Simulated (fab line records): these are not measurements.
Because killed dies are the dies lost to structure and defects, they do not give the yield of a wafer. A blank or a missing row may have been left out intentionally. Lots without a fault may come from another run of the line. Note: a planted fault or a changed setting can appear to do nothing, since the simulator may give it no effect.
fab line records    flow nand_harc
record: lots: 10  wafers: 30  last_day: 33
route steps=1302 shown A_CHANNEL_HOLE_D1@474 A_CHANNEL_FILL_D1@506 END@1302
lots untouched by any fault: they come from a run of this same line in which no faults occurred
start_h: hours from the record's first day to the start of the lot's first wafer shown    wait_h: time in hours since the lot's previous step    " repeats the value in the row above    L1.1+2: one row covering several wafers at once    - value missing, or start not given    * or withheld: withheld    < > ~ a bound
route shown NAME@n: NAME is a module with steps in the file, n the number in the route of the first one    usual: the fault-free wafers' mean and standard deviation    same: alike in all rows    chamber/n: place in a boat    sites: each site's reading    _std_site: standard deviation across them    _edge_site: the outer-site mean with the inner-site mean subtracted    radius_mm: for every site, how far away it sits from the centre of the wafer    mask NAME#n: copy n    behind: tool/chamber where the wafer was last shaped    hold: the reason the lot was held/the length of the hold in hours/how it ended    device: the transistor (n, p or np) that didn't switch    end of line: tests run on the same wafers once the route is complete    step lacking rows: just its recipe    killed: dies that structure and defects cost at the first sort, which is not the same as the wafer's yield    map: a wafer's dies, x killed, . not, _ none there
set.NAME: the run value of the setting; set.NAME@STEP: its run value at that earlier step    model.NAME: the simulator's own value behind a step, which no gauge read
one table for each step of the route and one row for each wafer, over a sample of lots
services: from which hour (start_h, from the record's first day; less than 0 if before it) a tool's chamber was out of use, for how many hours, and why
== steps ==
step: NHARC_A_CHANNEL_HOLE_D1_ETCH_22
recipe: bias_v: 3000  source_w: withheld  pressure_mtorr: 20  time_s: 666.7  ar_flow_sccm: 375  c4f8_flow_sccm: 89.3  o2_flow_sccm: 35.7  temp_c: -20  target_depth_a: 16000  chemistry: C4F8/O2/Ar
usual: c4f8_flow_sccm: 89.30/0.27  chamber_pressure_mTorr: 20.001/0.019  drypump_motor_current_A: 5.43/0.18  showerhead_plenum_p_Torr: 3.67/0.082  throttle_valve_pct: 32.155/0.008
lot.wafer  tool         chamber  start_h  wait_h  c4f8_flow_sccm  chamber_pressure_mTorr  drypump_motor_current_A  rf_hours_counter_h  showerhead_plenum_p_Torr  throttle_valve_pct
L614.3     har_etch-01  0        179.56   0.4     89.36           20.016                  5.71                     -                   3.74                      32.154
L614.6     "            0        "        "       88.62           20.006                  5.72                     -                   3.74                      32.154
L614.5     "            1        "        "       89.03           20.010                  5.45                     -                   3.65                      32.153
L615.1     har_etch-01  0        192.68   0.4     89.33           20.029                  5.71                     92                  3.73                      32.154
L615.2     "            1        "        "       89.01           20.003                  5.38                     92                  3.65                      32.166
L615.5     "            1        "        "       88.80           19.988                  5.40                     -                   3.65                      32.147
L617.1     har_etch-01  1        215.42   0.4     88.92           20.002                  5.38                     100                 3.64                      32.166
L617.6     "            0        "        "       88.68           20.003                  5.74                     -                   3.73                      32.165
L617.5     "            1        "        "       88.89           20.000                  5.39                     -                   3.64                      32.151
L618.2     har_etch-02  1        217.32   0.4     89.32           20.034                  5.27                     313                 3.76                      32.161
L618.4     "            1        "        "       89.41           19.981                  5.28                     -                   3.76                      32.152
L618.5     "            0        "        "       88.86           20.007                  5.28                     -                   3.60                      32.156
L622.4     har_etch-02  1        264.87   0.4     89.71           20.023                  5.27                     -                   3.75                      32.146
L622.5     "            1        "        "       89.68           20.014                  5.25                     -                   3.75                      32.167
L622.6     "            0        "        "       89.24           19.990                  5.25                     -                   3.58                      32.152
L623.3     har_etch-02  0        284.20   0.4     89.07           20.026                  5.29                     -                   3.57                      32.169
L623.6     "            0        "        "       89.08           19.999                  5.29                     -                   3.57                      32.181
L623.5     "            1        "        "       89.40           20.035                  5.26                     -                   3.74                      32.159
L627.1     har_etch-01  0        323.20   0.4     -               -                       -                        -                   -                         -
L627.3     "            1        "        "       -               -                       -                        -                   -                         -
L627.4     "            0        "        "       -               -                       -                        -                   -                         -
L629.2     har_etch-02  1        336.34   0.4     -               -                       -                        -                   -                         -
L629.3     "            1        "        "       -               -                       -                        -                   -                         -
L629.6     "            0        "        "       -               -                       -                        -                   -                         -
L636.1     har_etch-01  0        403.31   0.4     89.29           20.016                  5.75                     215                 3.67                      32.158
L636.4     "            0        "        "       89.00           19.985                  5.72                     -                   3.66                      32.152
L636.5     "            1        "        "       89.19           19.976                  5.42                     -                   3.58                      32.158
L637.2     har_etch-02  0        413.41   0.4     89.07           19.988                  5.22                     16                  3.92                      32.154
L637.3     "            1        "        "       89.38           19.973                  5.26                     -                   3.70                      32.158
L637.6     "            0        "        "       89.57           20.006                  5.26                     -                   3.92                      32.157
step: NHARC_A_CHANNEL_HOLE_D1_ETCH_23
recipe: bias_v: 5000  source_w: withheld  pressure_mtorr: 20  time_s: 819  ar_flow_sccm: 375  c4f8_flow_sccm: 89.3  o2_flow_sccm: 35.7  temp_c: -20  target_depth_a: 16000  chemistry: C4F8/O2/Ar
usual: c4f8_flow_sccm: 89.29/0.28  chamber_pressure_mTorr: 19.999/0.018  drypump_motor_current_A: 5.43/0.18  showerhead_plenum_p_Torr: 3.67/0.082  throttle_valve_pct: 32.154/0.0093
lot.wafer  tool         chamber  start_h  wait_h  c4f8_flow_sccm  chamber_pressure_mTorr  drypump_motor_current_A  rf_hours_counter_h  showerhead_plenum_p_Torr  throttle_valve_pct
L614.3     har_etch-01  0        180.17   0.5     89.48           19.996                  5.69                     -                   3.74                      32.162
L614.6     "            0        "        "       89.04           20.016                  5.71                     -                   3.74                      32.150
L614.5     "            1        "        "       88.85           19.997                  5.41                     -                   3.65                      32.154
L615.1     har_etch-01  0        193.24   0.5     89.13           19.958                  5.67                     93                  3.73                      32.161
L615.2     "            1        "        "       88.98           19.970                  5.38                     93                  3.65                      32.146
L615.5     "            1        "        "       88.92           20.020                  5.39                     -                   3.65                      32.153
L617.1     har_etch-01  1        216.01   0.5     89.43           19.965                  5.42                     101                 3.64                      32.160
L617.6     "            0        "        "       89.21           19.977                  5.73                     -                   3.73                      32.150
L617.5     "            1        "        "       89.10           20.016                  5.40                     -                   3.64                      32.139
L618.2     har_etch-02  1        217.91   0.5     89.23           19.965                  5.26                     314                 3.76                      32.171
L618.4     "            1        "        "       89.16           20.015                  5.28                     -                   3.76                      32.132
L618.5     "            0        "        "       89.36           20.004                  5.25                     -                   3.60                      32.163
L622.4     har_etch-02  1        265.47   0.5     89.29           20.004                  5.27                     -                   3.75                      32.152
L622.5     "            1        "        "       89.11           20.021                  5.26                     -                   3.75                      32.164
L622.6     "            0        "        "       89.20           19.990                  5.30                     -                   3.58                      32.149
L623.3     har_etch-02  0        284.81   0.5     89.06           19.986                  5.25                     -                   3.57                      32.160
L623.6     "            0        "        "       89.38           19.973                  5.23                     -                   3.57                      32.151
L623.5     "            1        "        "       89.82           20.029                  5.27                     -                   3.74                      32.150
L627.1     har_etch-01  0        323.79   0.5     89.12           20.002                  5.73                     166                 3.69                      32.152
L627.3     "            1        "        "       89.31           19.974                  5.38                     -                   3.61                      32.153
L627.4     "            0        "        "       89.09           19.979                  5.73                     -                   3.69                      32.149
L629.2     har_etch-02  1        336.91   0.5     89.28           20.009                  5.27                     375                 3.72                      32.153
L629.3     "            1        "        "       88.85           20.015                  5.27                     -                   3.72                      32.176
L629.6     "            0        "        "       89.74           20.022                  5.26                     -                   3.56                      32.160
L636.1     har_etch-01  0        403.89   0.5     89.06           19.984                  5.70                     215                 3.66                      32.154
L636.4     "            0        "        "       88.99           19.982                  5.68                     -                   3.66                      32.147
L636.5     "            1        "        "       89.73           20.011                  5.38                     -                   3.58                      32.144
L637.2     har_etch-02  0        413.99   0.5     89.54           20.008                  5.27                     17                  3.92                      32.146
L637.3     "            1        "        "       88.90           19.992                  5.27                     -                   3.70                      32.139
L637.6     "            0        "        "       89.53           20.015                  5.26                     -                   3.92                      32.161
step: NHARC_A_CHANNEL_HOLE_D1_ETCH_33
recipe: bias_v: 400  source_w: 2000  pressure_mtorr: 25  time_s: 90  ar_flow_sccm: 375  c4f8_flow_sccm: 41.7  o2_flow_sccm: 83.3  temp_c: -20  target_depth_a: 4000  chemistry: C4F8/O2/Ar
usual: bias_v: 401/3.9  c4f8_flow_sccm: 41.71/0.13  drypump_motor_current_A: 5.43/0.18  showerhead_plenum_p_Torr: 3.71/0.084  throttle_valve_pct: 27.620/0.0096
lot.wafer  tool         chamber  start_h  wait_h  bias_v  c4f8_flow_sccm  drypump_motor_current_A  rf_hours_counter_h  showerhead_plenum_p_Torr  throttle_valve_pct
L614.3     har_etch-01  0        182.55   0.2     400     41.64           5.69                     -                   3.78                      27.632
L614.6     "            0        "        "       397     41.77           5.67                     -                   3.78                      27.621
L614.5     "            1        "        "       401     41.57           5.40                     -                   3.69                      27.613
L615.1     har_etch-01  0        195.80   0.2     403     41.84           5.72                     95                  3.77                      27.629
L615.2     "            1        "        "       403     41.71           5.39                     95                  3.68                      27.629
L615.5     "            1        "        "       399     41.85           5.42                     -                   3.68                      27.597
L617.1     har_etch-01  1        218.47   0.2     397     41.75           5.43                     103                 3.68                      27.613
L617.6     "            0        "        "       399     41.51           5.70                     -                   3.77                      27.623
L617.5     "            1        "        "       403     41.87           5.41                     -                   3.68                      27.607
L618.2     har_etch-02  1        220.37   0.2     397     41.63           5.29                     316                 3.80                      27.626
L618.4     "            1        "        "       403     41.63           5.29                     -                   3.80                      27.631
L618.5     "            0        "        "       403     41.77           5.29                     -                   3.63                      27.616
L622.4     har_etch-02  1        267.86   0.2     403     41.77           5.25                     -                   3.79                      27.614
L622.5     "            1        "        "       399     41.71           5.26                     -                   3.79                      27.615
L622.6     "            0        "        "       397     41.75           5.29                     -                   3.61                      27.609
L623.3     har_etch-02  0        287.15   0.2     408     41.73           5.23                     -                   3.61                      27.632
L623.6     "            0        "        "       403     41.65           5.27                     -                   3.61                      27.611
L623.5     "            1        "        "       395     41.70           5.25                     -                   3.78                      27.620
L627.1     har_etch-01  0        326.26   0.2     399     41.68           5.67                     168                 3.73                      27.644
L627.3     "            1        "        "       399     41.54           5.41                     -                   3.64                      27.613
L627.4     "            0        "        "       398     41.87           5.66                     -                   3.73                      27.618
L629.2     har_etch-02  1        339.47   0.2     395     41.56           5.26                     377                 3.76                      27.620
L629.3     "            1        "        "       398     41.60           5.24                     -                   3.76                      27.623
L629.6     "            0        "        "       401     41.63           5.27                     -                   3.59                      27.621
L636.1     har_etch-01  0        406.35   0.2     395     41.78           5.71                     218                 3.70                      27.625
L636.4     "            0        "        "       402     41.61           5.71                     -                   3.70                      27.612
L636.5     "            1        "        "       404     41.51           5.42                     -                   3.62                      27.608
L637.2     har_etch-02  0        416.55   0.2     396     41.91           5.29                     19                  3.97                      27.631
L637.3     "            1        "        "       403     41.65           5.26                     -                   3.74                      27.644
L637.6     "            0        "        "       397     41.75           5.30                     -                   3.97                      27.619
step: NHARC_A_CHANNEL_HOLE_D1_CD_MEAS_30
usual: cd_nm: 90.9/1.8
lot.wafer  tool       chamber  start_h  wait_h  cd_nm
L614.3     cd_sem-01  -        184.20   -       93.2
L614.5     "          -        "        "       90.8
L614.6     "          -        "        "       88.5
L615.1     cd_sem-03  -        197.34   -       89.5
L615.2     "          -        "        "       92.8
L615.5     "          -        "        "       87.1
L617.1     cd_sem-03  -        219.98   -       91.4
L617.5     "          -        "        "       91.9
L617.6     "          -        "        "       93.0
L618.2     cd_sem-02  -        222.36   -       92.9
L618.4     "          -        "        "       90.2
L618.5     "          -        "        "       93.0
L622.4     cd_sem-01  -        269.36   -       91.4
L622.5     "          -        "        "       90.0
L622.6     "          -        "        "       92.8
L623.3     cd_sem-01  -        288.64   -       89.2
L623.5     "          -        "        "       90.7
L623.6     "          -        "        "       89.0
L627.1     cd_sem-02  -        327.78   -       0.5
L627.3     "          -        "        "       -0.3
L627.4     "          -        "        "       0.5
L629.2     cd_sem-02  -        341.02   -       -1.0
L629.3     "          -        "        "       0.7
L629.6     "          -        "        "       1.7
L636.1     cd_sem-01  -        407.88   -       90.7
L636.4     "          -        "        "       90.9
L636.5     "          -        "        "       90.6
L637.2     cd_sem-02  -        418.10   -       89.9
L637.3     "          -        "        "       89.2
L637.6     "          -        "        "       90.0
step: NHARC_A_CHANNEL_HOLE_D1_XSEM_31
recipe: landing_energy_ev: 35000
usual: bot_cd_nm: 75.6/1.8  bow_nm: 8.7/0.35  tilt_deg: 0.08/0.033
lot.wafer  tool     chamber  start_h  wait_h  bot_cd_nm  bow_nm  tilt_deg
L614.3     xsem-01  0        184.29   0.1     77.4       8.7     0.12
L614.5     "        0        "        "       74.3       8.7     0.12
L614.6     "        0        "        "       72.9       8.7     0.12
L615.1     xsem-02  0        197.43   0.1     75.1       9.0     0.09
L615.2     "        0        "        "       78.3       9.0     0.09
L615.5     "        0        "        "       73.0       9.0     0.09
L617.1     xsem-02  0        220.07   0.1     77.5       8.8     0.04
L617.5     "        0        "        "       76.9       8.8     0.04
L617.6     "        0        "        "       77.8       8.8     0.04
L618.2     xsem-01  0        222.44   0.1     77.9       8.6     0.11
L618.4     "        0        "        "       76.0       8.5     0.11
L618.5     "        0        "        "       78.3       8.5     0.11
L622.4     xsem-02  0        269.46   0.1     76.7       8.5     0.08
L622.5     "        0        "        "       75.5       8.5     0.08
L622.6     "        0        "        "       77.6       8.6     0.08
L623.3     xsem-01  0        288.73   0.1     74.2       7.9     0.09
L623.5     "        0        "        "       75.3       7.9     0.09
L623.6     "        0        "        "       73.6       7.9     0.09
L627.1     xsem-01  0        327.87   0.1     1.3        0.3     0.08
L627.3     "        0        "        "       0.7        0.3     0.08
L627.4     "        0        "        "       1.4        0.3     0.08
L629.2     xsem-02  0        341.11   0.1     0.0        0.6     0.12
L629.3     "        0        "        "       0.2        0.6     0.12
L629.6     "        0        "        "       1.2        0.6     0.12
L636.1     xsem-02  0        407.97   0.1     75.3       9.4     0.08
L636.4     "        0        "        "       74.9       9.5     0.08
L636.5     "        0        "        "       75.1       9.3     0.08
L637.2     xsem-01  0        418.18   0.1     75.0       9.1     0.09
L637.3     "        0        "        "       74.4       9.2     0.09
L637.6     "        0        "        "       76.1       9.1     0.10
step: NHARC_A_CHANNEL_FILL_D1_THK_MEAS_06
recipe: thk_meas_gauge: ellipsometry
usual: thk_nm: 5.1/0.92
lot.wafer  tool           chamber  start_h  wait_h  thk_nm
L614.3     film_metro-01  -        220.88   0.4     4.1
L614.5     "              -        "        "       6.7
L614.6     "              -        "        "       3.0
L615.1     film_metro-02  -        234.76   0.4     6.0
L615.2     "              -        "        "       5.3
L615.5     "              -        "        "       4.2
L617.1     film_metro-02  -        256.64   0.4     4.5
L617.5     "              -        "        "       3.8
L617.6     "              -        "        "       4.5
L618.2     film_metro-01  -        256.64   0.4     5.9
L618.4     "              -        "        "       4.4
L618.5     "              -        "        "       4.6
L622.4     film_metro-01  -        306.90   0.4     6.9
L622.5     "              -        "        "       5.5
L622.6     "              -        "        "       6.7
L623.3     film_metro-01  -        322.57   0.4     5.1
L623.5     "              -        "        "       6.6
L623.6     "              -        "        "       4.1
L636.1     film_metro-01  -        442.11   0.4     3.8
L636.4     "              -        "        "       6.1
L636.5     "              -        "        "       5.7
L637.2     film_metro-01  -        456.45   0.4     4.8
L637.3     "              -        "        "       4.7
L637.6     "              -        "        "       4.9
step: NHARC_END_SORT_01
recipe: temp_c: 25
usual: killed_at_array: 52/18  killed_at_other: 1.0/1.4  killed_at_periphery: 3.1/2.3  killed_dies: 56/17  killed_open: 3.0/1.7  killed_short: 2.5/1.7
same: gross_dies: 677
lot.wafer  tool       chamber  start_h  wait_h  killed_at_array  killed_at_other  killed_at_periphery  killed_dies  killed_open  killed_short
L627.1     prober-01  0        691.42   2.5     673              0                4                    677          4            3
L627.3     prober-01  0        693.01   3.1     669              0                8                    677          3            4
L627.4     prober-01  0        693.81   3.4     674              0                3                    677          5            3
L629.2     prober-02  0        710.64   2.7     672              2                3                    677          7            3
L629.3     prober-02  0        711.43   3.1     676              0                1                    677          5            3
L629.6     prober-02  0        713.82   4.0     673              0                4                    677          10           3
killed by level:class
L627.1 A_CHANNEL_HOLE_D1:area_etch=616 A_SLIT:chamber_film_flake=33 A_CHANNEL_HOLE_D1:chamber_film_flake=10 A_M1:chamber_film_flake=3 A_STAIRCASE:chamber_film_flake=3 A_CHANNEL_FILL_D1:geometric_particle:short=2 P_CONTACT:geometric_particle:open=1 P_M1:geometric_particle:open=1
L627.3 A_CHANNEL_HOLE_D1:area_etch=615 A_SLIT:chamber_film_flake=33 A_CHANNEL_HOLE_D1:chamber_film_flake=6 A_M1:chamber_film_flake=4 A_CONTACT:chamber_film_flake=3 P_CONTACT:geometric_particle:short=2 P_ZERO_WELL:chamber_film_flake=2 P_GATE:chamber_film_flake=2
L627.4 A_CHANNEL_HOLE_D1:area_etch=628 A_SLIT:chamber_film_flake=28 A_CHANNEL_HOLE_D1:chamber_film_flake=4 A_M1:chamber_film_flake=3 A_CHANNEL_FILL_D1:geometric_particle:open=2 P_ZERO_WELL:chamber_film_flake=2 A_ZERO_WELL:chamber_film_flake=2 P_CONTACT:geometric_particle:short=1
L629.2 A_CHANNEL_HOLE_D1:area_etch=591 A_SLIT:chamber_film_flake=26 A_CHANNEL_HOLE_D1:chamber_film_flake=25 A_CHANNEL_HOLE_D2:chamber_film_flake=17 A_CHANNEL_HOLE_D1:geometric_particle:open=5 A_CHANNEL_HOLE_D1:geometric_particle:short=2 P_M2:chamber_film_flake=2 P_M0:geometric_particle:open=1
L629.3 A_CHANNEL_HOLE_D1:area_etch=613 A_CHANNEL_HOLE_D1:chamber_film_flake=21 A_SLIT:chamber_film_flake=20 A_CHANNEL_HOLE_D2:chamber_film_flake=10 A_WL_FILL:chamber_film_flake=4 A_CHANNEL_HOLE_D1:geometric_particle:open=2 P_M0:geometric_particle:open=1 A_CHANNEL_HOLE_D1:geometric_particle:short=1
L629.6 A_CHANNEL_HOLE_D1:area_etch=581 A_CHANNEL_HOLE_D1:chamber_film_flake=28 A_SLIT:chamber_film_flake=24 A_CHANNEL_HOLE_D2:chamber_film_flake=22 A_CHANNEL_HOLE_D1:geometric_particle:open=6 A_CONTACT:chamber_film_flake=3 A_STAIRCASE:chamber_film_flake=2 A_WL_FILL:chamber_film_flake=2
== services ==
tool         chamber  start_h  hours  kind
har_etch-02  1        224.70   -      consumable_replace:focus_ring
har_etch-02  1        224.70   17.0   scheduled_down
har_etch-02  1        224.70   17.0   vent_cycle
xsem-01      -        374.00   14.0   pm
har_etch-02  -        379.55   17.0   pm
har_etch-02  0        379.55   17.0   vent_cycle
har_etch-02  1        379.55   17.0   vent_cycle
har_etch-02  0        396.55   -      clean
har_etch-02  0        396.55   -      consumable_replace:focus_ring
har_etch-02  0        396.55   -      consumable_replace:showerhead
har_etch-02  1        396.55   -      clean
har_etch-02  1        396.55   -      consumable_replace:esc
xsem-02      -        397.72   1.8    repair
== key ==
first_sign: step: NHARC_A_CHANNEL_HOLE_D1_ETCH_22  reading: tool_record  direction: missing
effect: step: NHARC_A_CHANNEL_HOLE_D1_CD_MEAS_30  reading: cd_nm  direction: down  sigmas: 50  usual: 90.9  struck: 0.4
effect: step: NHARC_A_CHANNEL_HOLE_D1_XSEM_31  reading: bot_cd_nm  direction: down  sigmas: 41  usual: 75.6  struck: 0.8
effect: step: NHARC_END_SORT_01  reading: killed_dies  direction: up  sigmas: 36  usual: 56  struck: 677
more_kills_born_at: NHARC_A_CHANNEL_HOLE_D1_ETCH_22@har_etch-01: 1859  NHARC_A_CHANNEL_HOLE_D1_ETCH_22@har_etch-02: 1785
met_at NHARC_A_CHANNEL_HOLE_D1_ETCH_22
struck_lots L627,L629
later_rows_left_out L627.1,L627.3,L627.4,L629.2,L629.3,L629.6
tester_left_out L627,L629
not_acting_at NHARC_A_CHANNEL_HOLE_D1_ETCH_23,NHARC_A_CHANNEL_HOLE_D1_ETCH_33,NHARC_A_CHANNEL_FILL_D1_THK_MEAS_06
onset_between 284.20 323.20
fault: kind: skipped_step_whole  tool: har_etch-01,har_etch-02  chamber: -  onset_h: 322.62  steps: NHARC_A_CHANNEL_HOLE_D1_ETCH_22  scope: struck_lots_only
tester_left_out: of these lots the tester's yield and bins aren't shown, on N5 and GAA mostly nor the transistor test; their killed dies are dies lost to structure and defects alone, not to doping, threshold or leakage, so they don't give the yield
later_rows_left_out: the simulator's readings of these wafers behind a module that went badly wrong aren't trusted and aren't shown, but for the sort
